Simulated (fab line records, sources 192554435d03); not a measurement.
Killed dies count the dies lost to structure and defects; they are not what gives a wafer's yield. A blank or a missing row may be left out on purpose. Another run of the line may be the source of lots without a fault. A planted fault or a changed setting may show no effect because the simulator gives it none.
Chamber matching + flow n5_finfet + pecvd-03 running N5_BEOL_M1_PECVD_72: 3 sister chambers
The step deposits SiO2 from TEOS/O2, target thk 16 nm, time 18 s. 6 wafers are shown with their chamber, then 9 later ones without.

== EACH WAFER AND ITS CHAMBER ==
| wafer  | chamber | throttle_valve_pct (%) | showerhead_plenum_p_Torr (Torr) |
|--------|---------|------------------------|---------------------------------|
| L082.2 | 0       | 24.8                   | 8.86                            |
| L087.5 | 1       | 22.5                   | 8.78                            |
| L087.6 | 0       | 24.9                   | 8.85                            |
| L091.1 | 2       | 19.9                   | 8.78                            |
| L091.4 | 2       | 19.9                   | 8.81                            |
| L091.5 | 1       | 22.6                   | 8.78                            |

== WAFERS WHOSE CHAMBER IS MISSING ==
| wafer  | throttle_valve_pct (%) | showerhead_plenum_p_Torr (Torr) |
|--------|------------------------|---------------------------------|
| L092.1 | 22.2                   | 8.78                            |
| L092.4 | 22.5                   | 8.78                            |
| L092.5 | 19.9                   | 8.81                            |
| L095.3 | 22.2                   | 8.80                            |
| L095.5 | 22.4                   | 8.81                            |
| L095.6 | 24.8                   | 8.84                            |
| L096.1 | 22.6                   | 8.80                            |
| L096.3 | 20.2                   | 8.78                            |
| L096.5 | 24.6                   | 8.85                            |

== EACH ONE'S CHAMBER ==
| wafer  | from the rows above | in truth |
|--------|---------------------|----------|
| L092.1 | 1                   | 1        |
| L092.4 | 1                   | 1        |
| L092.5 | 2                   | 2        |
| L095.3 | 1                   | 1        |
| L095.5 | 1                   | 1        |
| L095.6 | 0                   | 0        |
| L096.1 | 1                   | 1        |
| L096.3 | 2                   | 2        |
| L096.5 | 0                   | 0        |
Correct placement for 9 of the 9. Left unplaced by these rows: 0. 0 placed wrongly.
How it was worked out, from the rows above alone: a wafer's distance from a chamber is the root of the sum, over the readings, of the square of ((its reading less the chamber's mean) divided by the reading's scatter). If the next closest chamber is less than 2 further off than the closest, the wafer can't be placed; otherwise it belongs to the closest. A chamber's mean is the mean of its shown wafers. The scatter is the square root of a quotient: the sum, over the shown wafers, of each reading's squared deviation from its chamber's mean, divided by wafers minus chambers.
